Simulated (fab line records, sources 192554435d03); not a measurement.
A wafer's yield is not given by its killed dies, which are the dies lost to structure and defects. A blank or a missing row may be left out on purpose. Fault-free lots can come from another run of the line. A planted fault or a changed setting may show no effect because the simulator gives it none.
fab line records	flow n5-finfet
record: lots: 24	wafers: 72	last-day: 20
route steps=1938 shown BEOL_M13@1669
lots with no fault: from the same line, run without faults
start-h: start of the lot's first displayed wafer, in hours after the record's first day	wait-h: hours since the lot's step before	" unchanged from the row above	L1.1+2: a single row standing in for several wafers	- no value, or no start was given	* or withheld: withheld	< > ~ a bound
route shown NAME@n: NAME is a module with steps in the file, n the number in the route of the first one	usual: mean/standard deviation taken from wafers without a fault	same: alike in all rows	chamber/n: place in a boat	sites: readings site by site	_std_site: standard deviation of those values	_edge_site: the outer-site mean with the inner-site mean subtracted	radius-mm: how far each site lies from the wafer's centre	mask NAME#n: copy n	behind: the tool/chamber that last shaped the wafer	hold: the reason the lot was held/the length of the hold in hours/how it ended	device: transistor that didn't switch, given as n, p or np	end of line: the same wafers' tests at the end of the route	a step with no rows: only its recipe	killed: dies that structure and defects cost at the first sort, which is not the same as the wafer's yield	map: a wafer's dies, marking killed ones x, the rest . and places with no die _
set.NAME: setting as actually run; set.NAME@STEP: the setting as run at that earlier step	model.NAME: the simulator's own value behind a step, which no gauge read
one table for each step of the route and one row for each wafer, over a sample of lots
services: when a tool's chamber went out of use (start-h, in hours from the record's first day, below 0 if earlier), for how many hours, and the reason
== steps ==
step: N5_BEOL_M13_CD_MEAS_10
recipe: target-cd-nm: 190	landing-energy-ev: 500	detector: se-inlens	polarity: opening
usual: cd-nm: 190.8/1.5
lot.wafer	tool	chamber	start-h	wait-h	cd-nm
L075.1	cd-sem-01	0	285.38	-	190.9
L075.5	"	0	"	"	191.4
L075.6	"	0	"	"	191.4
L074.1	cd-sem-01	0	287.00	-	192.9
L074.2	"	0	"	"	190.6
L074.5	"	0	"	"	191.8
L076.2	cd-sem-02	0	291.32	-	189.5
L076.3	"	0	"	"	192.5
L076.5	"	0	"	"	191.6
L077.1	cd-sem-01	0	306.19	-	192.1
L077.4	"	0	"	"	192.6
L077.5	"	0	"	"	191.7
L078.1	cd-sem-01	0	316.49	-	188.2
L078.5	"	0	"	"	189.7
L078.6	"	0	"	"	188.6
L080.1	cd-sem-01	0	317.39	-	191.5
L080.5	"	0	"	"	191.5
L080.6	"	0	"	"	191.4
L079.1	cd-sem-02	0	317.94	-	194.1
L079.4	"	0	"	"	192.3
L079.5	"	0	"	"	193.7
L081.4	cd-sem-02	0	320.43	-	190.9
L081.5	"	0	"	"	189.4
L081.6	"	0	"	"	189.9
L083.4	cd-sem-01	0	326.87	-	191.9
L083.5	"	0	"	"	191.2
L083.6	"	0	"	"	191.6
L082.2	cd-sem-02	0	341.08	-	190.8
L082.4	"	0	"	"	188.9
L082.5	"	0	"	"	190.5
L086.2	cd-sem-03	0	345.92	-	192.0
L086.4	"	0	"	"	190.8
L086.6	"	0	"	"	192.0
L084.1	cd-sem-02	0	348.71	-	187.7
L084.2	"	0	"	"	189.5
L084.4	"	0	"	"	188.7
L089.1	cd-sem-03	0	354.04	-	188.6
L089.3	"	0	"	"	189.5
L089.4	"	0	"	"	189.4
L087.3	cd-sem-03	0	360.13	-	189.7
L087.4	"	0	"	"	189.3
L087.6	"	0	"	"	189.4
L088.4	cd-sem-02	0	363.58	-	191.5
L088.5	"	0	"	"	192.0
L088.6	"	0	"	"	191.8
L085.2	cd-sem-02	0	366.63	-	191.3
L085.3	"	0	"	"	191.6
L085.5	"	0	"	"	189.8
L091.2	cd-sem-01	0	369.15	-	188.2
L091.4	"	0	"	"	189.5
L091.5	"	0	"	"	189.9
L093.1	cd-sem-01	0	375.42	-	189.1
L093.4	"	0	"	"	190.8
L093.5	"	0	"	"	189.6
L096.2	cd-sem-02	0	387.25	-	194.6
L096.4	"	0	"	"	194.1
L096.6	"	0	"	"	194.2
L092.2	cd-sem-03	0	399.14	-	189.8
L092.4	"	0	"	"	191.5
L092.6	"	0	"	"	191.0
L094.1	cd-sem-03	0	404.66	-	192.2
L094.2	"	0	"	"	190.4
L094.4	"	0	"	"	189.5
L095.3	cd-sem-01	0	413.93	-	191.8
L095.4	"	0	"	"	191.8
L095.6	"	0	"	"	192.1
L090.2	cd-sem-01	0	415.74	-	190.4
L090.4	"	0	"	"	190.3
L090.6	"	0	"	"	190.7
L097.1	cd-sem-03	0	438.53	-	189.4
L097.2	"	0	"	"	190.9
L097.6	"	0	"	"	189.6
step: N5_BEOL_M13_VIA_ETCH_16
recipe: chemistry: C4F8/O2/Ar	target: SiOC	pressure-mtorr: 30	source-w: 3000	bias-w: 700	Ar_flow_sccm: 400	C4F8_flow_sccm: 15	O2_flow_sccm: 8	he-inner-torr: 15	he-outer-torr: 30	target-depth-a: 9217	time-s: withheld	ion-energy-ev: 250	ends: cleared
usual: O2_flow_sccm: 8.000/0.025	drypump-motor-current-A: 5.7/0.44	oes-product-au: 0.73/0.078	rf-fwd-power-W: 2992/8.6	rf-vpp-V: 666/4	showerhead-plenum-p-Torr: 3.43/0.14	throttle-valve-pct: 24.14/0.25
lot.wafer	tool	chamber	start-h	wait-h	O2_flow_sccm	drypump-motor-current-A	oes-product-au	rf-fwd-power-W	rf-vpp-V	showerhead-plenum-p-Torr	throttle-valve-pct
L075.1	rie-diel-04	3	285.55	0.0	8.000	6.4	0.69	2985	658	3.15	24.01
L075.5	"	0	"	"	8.032	5.1	0.72	2994	664	3.31	24.34
L075.6	"	3	"	"	8.006	6.4	0.67	2992	658	3.15	24.02
L074.1	rie-diel-02	1	287.27	0.0	8.006	4.9	0.78	2989	665	3.34	24.01
L074.2	"	3	"	"	8.020	6.1	0.74	3004	667	3.43	23.80
L074.5	"	3	"	"	8.001	6.1	0.73	2996	666	3.43	23.80
L076.2	rie-diel-04	3	291.49	0.0	8.036	6.4	0.68	3007	658	3.15	24.01
L076.3	"	0	"	"	7.985	5.1	0.72	2989	664	3.31	24.34
L076.5	"	0	"	"	8.002	5.1	0.72	2991	662	3.31	24.34
L077.1	rie-diel-01	0	306.37	0.0	8.007	6.1	0.63	3005	669	3.52	24.35
L077.4	"	2	"	"	7.984	6.0	0.79	2987	672	3.60	23.70
L077.5	"	2	"	"	7.947	5.9	0.80	2978	671	3.60	23.69
L078.1	rie-diel-01	3	316.66	0.0	8.050	5.4	0.63	2972	668	3.50	24.44
L078.5	"	2	"	"	8.016	6.1	0.80	2996	672	3.60	23.69
L078.6	"	1	"	"	7.976	5.8	0.77	3001	672	3.60	24.36
L080.1	rie-diel-01	2	317.57	0.0	8.047	6.0	0.79	2995	670	3.60	23.68
L080.5	"	0	"	"	8.025	6.1	0.63	2990	668	3.52	24.36
L080.6	"	3	"	"	7.997	5.4	0.63	2985	668	3.50	24.44
L079.1	rie-diel-02	1	318.18	0.0	8.028	4.9	0.77	2989	664	3.34	24.04
L079.4	"	2	"	"	7.989	5.4	0.80	2992	666	3.46	24.00
L079.5	"	1	"	"	7.987	4.9	0.77	2996	663	3.34	24.02
L081.4	rie-diel-04	3	320.60	0.0	7.988	6.5	0.67	2994	657	3.15	24.04
L081.5	"	2	"	"	7.978	6.0	0.89	2996	668	3.49	23.78
L081.6	"	1	"	"	8.047	5.5	0.66	3002	664	3.41	24.23
L083.4	rie-diel-02	1	327.06	0.0	7.983	4.9	0.77	2983	661	3.34	24.03
L083.5	"	1	"	"	8.004	4.9	0.76	2980	662	3.34	24.02
L083.6	"	2	"	"	7.976	5.4	0.79	2992	669	3.46	24.01
L082.2	rie-diel-01	0	341.25	0.0	7.949	6.1	0.63	2994	667	3.51	24.38
L082.4	"	3	"	"	7.995	5.4	0.62	2975	667	3.49	24.44
L082.5	"	3	"	"	8.032	5.4	0.62	2974	668	3.49	24.43
L086.2	rie-diel-04	1	346.09	0.0	7.998	5.4	0.65	3002	664	3.41	24.24
L086.4	"	0	"	"	7.997	5.1	0.70	2994	662	3.30	24.37
L086.6	"	2	"	"	8.009	6.0	0.87	2976	668	3.49	23.78
L084.1	rie-diel-04	3	348.89	0.0	8.028	6.5	0.66	2998	658	3.14	24.04
L084.2	"	2	"	"	8.006	6.0	0.86	3011	668	3.49	23.76
L084.4	"	0	"	"	7.974	5.1	0.70	2979	662	3.30	24.36
L089.1	rie-diel-04	0	354.23	0.0	7.986	5.1	0.70	2998	662	3.30	24.39
L089.3	"	2	"	"	8.002	5.9	0.86	3000	666	3.49	23.78
L089.4	"	1	"	"	8.025	5.5	0.65	2993	665	3.41	24.24
L087.3	rie-diel-04	2	360.50	0.0	8.015	6.0	0.85	2998	668	3.48	23.80
L087.4	"	3	"	"	8.012	6.4	0.66	2988	658	3.14	24.04
L087.6	"	3	"	"	7.995	6.5	0.66	2988	658	3.14	24.05
L088.4	rie-diel-01	0	364.45	0.0	7.947	6.1	0.61	2990	669	3.51	24.38
L088.5	"	1	"	"	7.982	5.8	0.75	2995	670	3.59	24.38
L088.6	"	0	"	"	7.978	6.1	0.62	2979	667	3.51	24.37
L085.2	rie-diel-04	0	366.80	0.0	8.002	5.1	0.70	2989	663	3.30	24.39
L085.3	"	2	"	"	7.975	6.0	0.85	3008	667	3.48	23.79
L085.5	"	0	"	"	8.039	5.1	0.70	2988	663	3.30	24.40
L091.2	rie-diel-04	3	369.38	0.0	8.003	6.5	0.66	2990	658	3.13	24.03
L091.4	"	1	"	"	8.025	5.5	0.64	3002	665	3.40	24.24
L091.5	"	0	"	"	7.964	5.1	0.69	2985	661	3.30	24.38
L093.1	rie-diel-01	0	375.60	0.0	8.000	6.1	0.62	2998	669	3.51	24.40
L093.4	"	2	"	"	7.980	6.0	0.76	2999	670	3.59	23.73
L093.5	"	1	"	"	8.018	5.8	0.75	3001	672	3.59	24.38
L096.2	rie-diel-04	0	387.62	0.0	8.008	5.1	0.68	2995	661	3.29	24.40
L096.4	"	2	"	"	7.986	6.0	0.83	2978	667	3.48	23.81
L096.6	"	3	"	"	7.995	6.4	0.67	3004	658	3.13	24.05
L092.2	rie-diel-02	2	399.31	0.0	8.002	5.4	0.77	3002	667	3.45	24.05
L092.4	"	1	"	"	8.010	4.9	0.75	2977	663	3.33	24.06
L092.6	"	1	"	"	8.005	4.9	0.75	2996	662	3.33	24.06
L094.1	rie-diel-01	3	404.84	0.0	8.006	5.4	0.88	2983	668	3.48	24.17
L094.2	"	2	"	"	8.006	6.0	0.75	2989	671	3.58	23.74
L094.4	"	3	"	"	8.014	5.4	0.88	2978	669	3.48	24.14
L095.3	rie-diel-01	0	414.19	0.0	7.969	6.1	0.88	3011	667	3.50	24.02
L095.4	"	2	"	"	8.004	6.0	0.74	2986	670	3.58	23.74
L095.6	"	2	"	"	8.029	6.0	0.74	2997	670	3.58	23.73
L090.2	rie-diel-01	2	415.91	0.0	8.016	6.1	0.74	2998	671	3.58	23.75
L090.4	"	0	"	"	8.001	6.1	0.89	2990	668	3.50	24.05
L090.6	"	0	"	"	7.983	6.1	0.88	2990	667	3.50	24.04
L097.1	rie-diel-04	2	439.32	0.0	8.000	6.0	0.81	3000	668	3.47	23.83
L097.2	"	0	"	"	8.011	5.1	0.67	3004	663	3.29	24.40
L097.6	"	3	"	"	8.003	6.4	0.65	3003	659	3.13	24.07
step: N5_BEOL_M13_INSPECT_30
recipe: mode: adi	inspect-instrument: macro
usual: raw-defect-count: 2.0/1.4
lot.wafer	tool	chamber	start-h	wait-h	raw-defect-count
L075.1	defect-inspect-02	-	286.55	0.0	0
L075.5	"	-	"	"	5
L075.6	"	-	"	"	3
L074.1	defect-inspect-01	-	288.26	0.0	2
L074.2	"	-	"	"	3
L074.5	"	-	"	"	1
L076.2	defect-inspect-01	-	292.32	0.0	4
L076.3	"	-	"	"	3
L076.5	"	-	"	"	4
L077.1	defect-inspect-02	-	307.22	0.0	3
L077.4	"	-	"	"	0
L077.5	"	-	"	"	2
L078.1	defect-inspect-01	-	317.67	0.0	1
L078.5	"	-	"	"	4
L078.6	"	-	"	"	3
L080.1	defect-inspect-01	-	318.51	0.0	1
L080.5	"	-	"	"	1
L080.6	"	-	"	"	0
L079.1	defect-inspect-01	-	319.01	0.0	4
L079.4	"	-	"	"	1
L079.5	"	-	"	"	2
L081.4	defect-inspect-02	-	321.55	0.0	2
L081.5	"	-	"	"	4
L081.6	"	-	"	"	1
L083.4	defect-inspect-01	-	327.89	0.0	2
L083.5	"	-	"	"	0
L083.6	"	-	"	"	3
L082.2	defect-inspect-01	-	342.08	0.0	3
L082.4	"	-	"	"	0
L082.5	"	-	"	"	2
L086.2	defect-inspect-01	-	347.05	0.0	3
L086.4	"	-	"	"	1
L086.6	"	-	"	"	1
L084.1	defect-inspect-02	-	349.71	0.0	3
L084.2	"	-	"	"	2
L084.4	"	-	"	"	2
L089.1	defect-inspect-02	-	355.18	0.0	2
L089.3	"	-	"	"	3
L089.4	"	-	"	"	0
L087.3	defect-inspect-01	-	361.33	0.0	2
L087.4	"	-	"	"	2
L087.6	"	-	"	"	5
L088.4	defect-inspect-02	-	365.27	0.0	0
L088.5	"	-	"	"	1
L088.6	"	-	"	"	2
L085.2	defect-inspect-01	-	367.76	0.0	1
L085.3	"	-	"	"	3
L085.5	"	-	"	"	3
L091.2	defect-inspect-02	-	370.20	0.0	3
L091.4	"	-	"	"	3
L091.5	"	-	"	"	4
L093.1	defect-inspect-02	-	376.55	0.0	1
L093.4	"	-	"	"	1
L093.5	"	-	"	"	1
L096.2	defect-inspect-01	-	388.46	0.0	1
L096.4	"	-	"	"	0
L096.6	"	-	"	"	2
L092.2	defect-inspect-01	-	400.27	0.0	0
L092.4	"	-	"	"	1
L092.6	"	-	"	"	2
L094.1	defect-inspect-01	-	405.66	0.0	2
L094.2	"	-	"	"	2
L094.4	"	-	"	"	1
L095.3	defect-inspect-01	-	415.15	0.0	0
L095.4	"	-	"	"	0
L095.6	"	-	"	"	3
L090.2	defect-inspect-02	-	416.86	0.0	3
L090.4	"	-	"	"	4
L090.6	"	-	"	"	2
L097.1	defect-inspect-02	-	440.15	0.0	2
L097.2	"	-	"	"	5
L097.6	"	-	"	"	1
step: N5_BEOL_M13_ETCH_68
recipe: chemistry: N2/H2	target: SOC	mask-material: SiARC	source-w: 3000	bias-w: 350	temp-c: 40	time-s: 355	ion-energy-ev: 200	pressure-mtorr: 30	n2-flow-sccm: 200	h2-flow-sccm: 200
usual: drypump-motor-current-A: 5.8/0.4	oes-product-au: 0.80/0.078	rf-fwd-power-W: 2994/9.4	rf-vpp-V: 525.3/2.8	showerhead-plenum-p-Torr: 2.60/0.096	throttle-valve-pct: 17.77/0.28
lot.wafer	tool	chamber	start-h	wait-h	drypump-motor-current-A	oes-product-au	rf-fwd-power-W	rf-hours-counter-h	rf-vpp-V	showerhead-plenum-p-Torr	throttle-valve-pct
L075.1	rie-diel-04	0	286.85	0.1	5.1	0.79	2987	91	522.3	2.46	17.90
L075.5	"	3	"	"	6.4	0.76	3007	-	518.8	2.33	17.62
L075.6	"	0	"	"	5.1	0.80	3000	-	520.9	2.46	17.91
L074.1	rie-diel-01	1	288.51	0.1	5.8	0.86	2985	54	527.4	2.69	17.89
L074.2	"	2	"	"	6.0	0.90	2990	24	529.0	2.71	17.33
L074.5	"	3	"	"	5.4	0.71	3002	-	526.3	2.63	18.16
L076.2	rie-diel-01	3	292.53	0.1	5.4	0.70	2969	219	524.2	2.63	18.16
L076.3	"	2	"	"	6.0	0.90	2977	25	527.9	2.71	17.33
L076.5	"	2	"	"	6.0	0.90	2986	-	529.0	2.71	17.32
L077.1	rie-diel-04	3	307.44	0.1	6.5	0.75	3001	161	518.9	2.33	17.63
L077.4	"	3	"	"	6.4	0.76	2998	-	517.9	2.33	17.62
L077.5	"	0	"	"	5.1	0.79	3010	-	522.2	2.46	17.94
L078.1	rie-diel-01	3	317.96	0.1	5.4	0.69	2998	228	524.5	2.62	18.19
L078.5	"	2	"	"	6.0	0.88	2997	-	528.1	2.70	17.36
L078.6	"	3	"	"	5.4	0.69	2996	-	526.9	2.62	18.18
L080.1	rie-diel-01	1	318.99	0.1	5.8	0.85	2990	64	527.3	2.68	17.91
L080.5	"	0	"	"	6.1	0.70	2984	-	525.6	2.62	17.94
L080.6	"	1	"	"	5.8	0.85	2992	-	529.7	2.68	17.92
L079.1	rie-diel-01	3	319.54	0.1	5.4	0.71	2979	229	525.5	2.62	18.18
L079.4	"	0	"	"	6.1	0.71	2976	222	526.1	2.62	17.94
L079.5	"	3	"	"	5.4	0.71	2981	-	525.8	2.62	18.19
L081.4	rie-diel-01	2	321.86	0.1	6.0	0.88	3003	36	528.0	2.70	17.35
L081.5	"	3	"	"	5.4	0.70	2986	-	525.3	2.62	18.19
L081.6	"	0	"	"	6.1	0.70	3007	-	526.3	2.62	17.97
L083.4	rie-diel-01	3	328.21	0.1	5.4	0.70	2988	-	525.0	2.62	18.20
L083.5	"	0	"	"	6.1	0.70	2988	-	525.7	2.62	17.95
L083.6	"	2	"	"	6.0	0.88	2993	-	529.2	2.70	17.35
L082.2	rie-diel-01	2	342.29	0.1	6.0	0.86	2993	47	528.0	2.70	17.38
L082.4	"	1	"	"	5.8	0.85	2999	67	527.0	2.68	17.91
L082.5	"	1	"	"	5.8	0.84	2992	-	528.5	2.68	17.93
L086.2	rie-diel-04	0	347.27	0.1	5.1	0.77	2983	115	520.9	2.45	17.93
L086.4	"	1	"	"	5.5	0.73	2997	189	522.1	2.54	17.96
L086.6	"	1	"	"	5.5	0.72	2995	-	524.0	2.54	17.94
L084.1	rie-diel-01	1	349.93	0.1	5.8	0.85	2992	70	526.1	2.68	17.91
L084.2	"	3	"	"	5.4	0.68	2994	243	526.5	2.62	18.21
L084.4	"	2	"	"	6.0	0.86	2978	50	527.6	2.70	17.37
L089.1	rie-diel-01	1	355.48	0.1	5.8	0.85	2983	72	527.8	2.68	17.94
L089.3	"	0	"	"	6.1	0.70	2995	-	525.5	2.61	17.98
L089.4	"	1	"	"	5.8	0.85	2987	-	528.7	2.68	17.93
L087.3	rie-diel-01	0	361.77	0.1	6.1	0.69	2978	240	524.3	2.61	17.97
L087.4	"	2	"	"	6.0	0.86	2990	52	528.2	2.70	17.37
L087.6	"	1	"	"	5.8	0.84	2996	-	527.0	2.68	17.92
L088.4	rie-diel-02	3	365.48	0.1	6.2	0.79	3005	128	525.0	2.55	17.42
L088.5	"	1	"	"	4.9	0.85	2978	-	522.0	2.47	17.48
L088.6	"	2	"	"	5.4	0.87	2983	-	524.3	2.58	17.62
L085.2	rie-diel-04	1	367.98	0.1	5.5	0.71	3010	196	523.1	2.54	17.97
L085.3	"	0	"	"	5.1	0.77	3004	122	522.9	2.45	17.97
L085.5	"	3	"	"	6.4	0.73	2986	-	517.1	2.32	17.65
L091.2	rie-diel-02	3	370.69	0.1	6.2	0.78	2996	130	524.3	2.55	17.42
L091.4	"	1	"	"	4.9	0.83	2984	69	522.9	2.47	17.49
L091.5	"	3	"	"	6.1	0.78	2994	-	524.3	2.55	17.42
L093.1	rie-diel-01	1	376.77	0.1	5.8	0.83	2992	80	527.9	2.68	17.95
L093.4	"	3	"	"	5.4	0.68	3009	249	525.2	2.62	18.22
L093.5	"	3	"	"	5.4	0.68	3000	-	523.7	2.61	18.21
L096.2	rie-diel-02	2	388.67	0.1	5.4	0.86	2986	65	526.7	2.58	17.62
L096.4	"	3	"	"	6.2	0.77	2969	137	523.1	2.55	17.44
L096.6	"	3	"	"	6.2	0.78	2989	-	524.4	2.55	17.43
L092.2	rie-diel-01	3	400.81	0.1	5.4	0.98	2999	2	526.6	2.61	17.79
L092.4	"	3	"	"	5.4	0.99	3000	-	525.0	2.61	17.80
L092.6	"	1	"	"	5.8	0.83	2983	-	527.0	2.67	17.96
L094.1	rie-diel-02	1	405.88	0.1	4.9	0.82	3007	78	521.8	2.46	17.51
L094.2	"	3	"	"	6.2	0.77	2997	142	523.8	2.54	17.45
L094.4	"	2	"	"	5.4	0.85	2994	71	524.6	2.58	17.64
L095.3	rie-diel-01	3	415.36	0.1	5.4	0.97	3007	8	526.5	2.61	17.79
L095.4	"	2	"	"	6.0	0.84	2994	73	526.6	2.69	17.42
L095.6	"	2	"	"	6.1	0.84	2975	-	529.0	2.69	17.40
L090.2	rie-diel-01	3	417.08	0.1	5.4	0.95	2998	8	524.8	2.61	17.81
L090.4	"	0	"	"	6.1	0.97	2995	2	525.2	2.60	17.55
L090.6	"	1	"	"	5.8	0.81	2987	-	529.2	2.67	17.96
L097.1	rie-diel-02	1	440.36	0.1	4.9	0.82	3005	88	523.2	2.46	17.52
L097.2	"	2	"	"	5.4	0.84	2993	81	525.4	2.57	17.68
L097.6	"	1	"	"	4.9	0.81	2990	-	521.3	2.46	17.51
step: N5_BEOL_M13_SPUTTER_43
recipe: material: TaN	target-thk-a: 150	temp-c: 50	bias-v: 168.6	power-w: 15000	chamber-pressure-pa: 0.12	time-s: 24.19
usual: throttle-valve-pct: 29.6/1.4
lot.wafer	tool	chamber	start-h	wait-h	throttle-valve-pct
L075.1	pvd-sputter-01	-	288.83	0.0	30.9
L075.5	"	-	"	"	28.8
L075.6	"	-	"	"	29.3
L074.1	pvd-sputter-03	-	289.70	0.0	32.2
L074.2	"	-	"	"	28.2
L074.5	"	-	"	"	32.4
L076.2	pvd-sputter-03	-	294.54	0.0	27.0
L076.3	"	-	"	"	28.3
L076.5	"	-	"	"	28.3
L077.1	pvd-sputter-01	-	308.38	0.0	29.0
L077.4	"	-	"	"	30.4
L077.5	"	-	"	"	31.1
L078.1	pvd-sputter-03	-	318.93	0.0	28.3
L078.5	"	-	"	"	29.5
L078.6	"	-	"	"	28.3
L080.1	pvd-sputter-01	-	320.34	0.0	29.3
L080.5	"	-	"	"	31.0
L080.6	"	-	"	"	29.7
L079.1	pvd-sputter-02	-	322.71	0.0	27.1
L079.4	"	-	"	"	31.0
L079.5	"	-	"	"	31.0
L081.4	pvd-sputter-01	-	323.26	0.0	29.6
L081.5	"	-	"	"	28.7
L081.6	"	-	"	"	29.1
L083.4	pvd-sputter-01	-	329.79	0.0	28.6
L083.5	"	-	"	"	28.8
L083.6	"	-	"	"	31.0
L082.2	pvd-sputter-02	-	346.55	0.0	27.0
L082.4	"	-	"	"	30.8
L082.5	"	-	"	"	30.8
L086.2	pvd-sputter-02	-	352.43	0.0	31.1
L086.4	"	-	"	"	27.0
L086.6	"	-	"	"	27.0
L084.1	pvd-sputter-01	-	356.52	0.0	30.8
L084.2	"	-	"	"	28.8
L084.4	"	-	"	"	29.0
L089.1	pvd-sputter-02	-	357.56	0.0	26.8
L089.3	"	-	"	"	29.5
L089.4	"	-	"	"	31.0
L087.3	pvd-sputter-01	-	364.51	0.0	29.0
L087.4	"	-	"	"	28.8
L087.6	"	-	"	"	30.7
L088.4	pvd-sputter-03	-	371.69	0.0	29.5
L088.5	"	-	"	"	28.4
L088.6	"	-	"	"	32.2
L085.2	pvd-sputter-01	-	374.99	0.0	28.9
L085.3	"	-	"	"	28.8
L085.5	"	-	"	"	30.8
L093.1	pvd-sputter-01	-	381.78	0.0	28.9
L093.4	"	-	"	"	29.6
L093.5	"	-	"	"	30.9
L091.2	pvd-sputter-02	-	383.32	0.0	27.1
L091.4	"	-	"	"	31.2
L091.5	"	-	"	"	31.0
L096.2	pvd-sputter-02	-	391.02	0.0	31.0
L096.4	"	-	"	"	29.4
L096.6	"	-	"	"	27.0
L092.2	pvd-sputter-01	-	403.61	0.0	28.9
L092.4	"	-	"	"	28.7
L092.6	"	-	"	"	29.0
L094.1	pvd-sputter-03	-	406.85	0.0	27.1
L094.2	"	-	"	"	29.5
L094.4	"	-	"	"	28.5
L095.3	pvd-sputter-01	-	420.94	0.0	28.9
L095.4	"	-	"	"	29.5
L095.6	"	-	"	"	28.9
L090.2	pvd-sputter-02	-	421.08	0.0	31.3
L090.4	"	-	"	"	31.3
L090.6	"	-	"	"	31.3
L097.1	pvd-sputter-02	-	443.14	0.0	31.1
L097.2	"	-	"	"	29.5
L097.6	"	-	"	"	31.0
step: N5_BEOL_M13_SPUTTER_45
recipe: material: Cu	target-thk-a: 800	temp-c: -20	bias-v: 60	power-w: 26000	chamber-pressure-pa: 0.13	time-s: 13.33
usual: throttle-valve-pct: 29.6/1.4
lot.wafer	tool	chamber	start-h	wait-h	throttle-valve-pct
L075.1	pvd-sputter-01	-	288.99	0.0	30.7
L075.5	"	-	"	"	29.0
L075.6	"	-	"	"	29.7
L074.1	pvd-sputter-03	-	289.86	0.0	32.4
L074.2	"	-	"	"	28.2
L074.5	"	-	"	"	32.2
L076.2	pvd-sputter-03	-	294.70	0.0	27.3
L076.3	"	-	"	"	28.4
L076.5	"	-	"	"	28.6
L077.1	pvd-sputter-01	-	308.54	0.0	28.8
L077.4	"	-	"	"	30.9
L077.5	"	-	"	"	30.9
L078.1	pvd-sputter-03	-	319.09	0.0	28.4
L078.5	"	-	"	"	29.7
L078.6	"	-	"	"	28.6
L080.1	pvd-sputter-01	-	320.50	0.0	29.1
L080.5	"	-	"	"	30.9
L080.6	"	-	"	"	29.8
L079.1	pvd-sputter-02	-	322.87	0.0	27.1
L079.4	"	-	"	"	31.0
L079.5	"	-	"	"	31.0
L081.4	pvd-sputter-01	-	323.42	0.0	29.7
L081.5	"	-	"	"	29.1
L081.6	"	-	"	"	29.0
L083.4	pvd-sputter-01	-	329.95	0.0	28.9
L083.5	"	-	"	"	28.8
L083.6	"	-	"	"	31.0
L082.2	pvd-sputter-02	-	346.71	0.0	27.1
L082.4	"	-	"	"	31.0
L082.5	"	-	"	"	31.0
L086.2	pvd-sputter-02	-	352.59	0.0	31.2
L086.4	"	-	"	"	27.2
L086.6	"	-	"	"	27.2
L084.1	pvd-sputter-01	-	356.68	0.0	30.9
L084.2	"	-	"	"	28.8
L084.4	"	-	"	"	29.2
L089.1	pvd-sputter-02	-	357.72	0.0	27.1
L089.3	"	-	"	"	29.5
L089.4	"	-	"	"	30.9
L087.3	pvd-sputter-01	-	364.67	0.0	29.1
L087.4	"	-	"	"	29.0
L087.6	"	-	"	"	30.7
L088.4	pvd-sputter-03	-	371.85	0.0	29.7
L088.5	"	-	"	"	28.4
L088.6	"	-	"	"	32.4
L085.2	pvd-sputter-01	-	375.15	0.0	29.3
L085.3	"	-	"	"	28.7
L085.5	"	-	"	"	30.9
L093.1	pvd-sputter-01	-	381.94	0.0	29.1
L093.4	"	-	"	"	29.4
L093.5	"	-	"	"	30.6
L091.2	pvd-sputter-02	-	383.48	0.0	26.9
L091.4	"	-	"	"	31.0
L091.5	"	-	"	"	31.3
L096.2	pvd-sputter-02	-	391.18	0.0	31.1
L096.4	"	-	"	"	29.4
L096.6	"	-	"	"	26.9
L092.2	pvd-sputter-01	-	403.77	0.0	28.8
L092.4	"	-	"	"	28.9
L092.6	"	-	"	"	28.8
L094.1	pvd-sputter-03	-	407.01	0.0	27.1
L094.2	"	-	"	"	29.7
L094.4	"	-	"	"	28.5
L095.3	pvd-sputter-01	-	421.10	0.0	28.8
L095.4	"	-	"	"	29.9
L095.6	"	-	"	"	29.2
L090.2	pvd-sputter-02	-	421.24	0.0	31.0
L090.4	"	-	"	"	30.9
L090.6	"	-	"	"	31.3
L097.1	pvd-sputter-02	-	443.30	0.0	30.9
L097.2	"	-	"	"	29.2
L097.6	"	-	"	"	30.9
== services ==
tool	chamber	start-h	hours	kind
rie-diel-04	2	277.44	9.6	repair
rie-diel-04	1	286.58	5.8	repair
rie-diel-04	2	292.62	-	clean
rie-diel-04	2	292.62	-	consumable-replace:focus-ring
rie-diel-01	-	296.25	0.3	repair
rie-diel-01	1	325.84	14.7	repair
rie-diel-02	-	327.81	14.6	pm
rie-diel-02	1	346.98	4.0	repair
rie-diel-01	3	351.08	6.8	repair
rie-diel-01	2	353.35	6.6	repair
pvd-sputter-03	-	358.43	1.8	repair
rie-diel-02	-	362.43	1.3	repair
rie-diel-02	1	376.80	10.3	repair
rie-diel-01	3	380.41	-	clean
rie-diel-01	3	380.41	-	consumable-replace:focus-ring
rie-diel-01	3	380.41	15.8	scheduled-down
rie-diel-01	3	380.41	15.8	vent-cycle
rie-diel-04	-	384.72	0.3	repair
rie-diel-01	0	396.61	-	clean
rie-diel-01	0	396.61	-	consumable-replace:focus-ring
rie-diel-01	0	396.61	16.3	scheduled-down
rie-diel-01	0	396.61	16.3	vent-cycle
pvd-sputter-03	-	400.31	4.1	repair
rie-diel-04	0	422.95	14.3	repair
== key ==
fault none
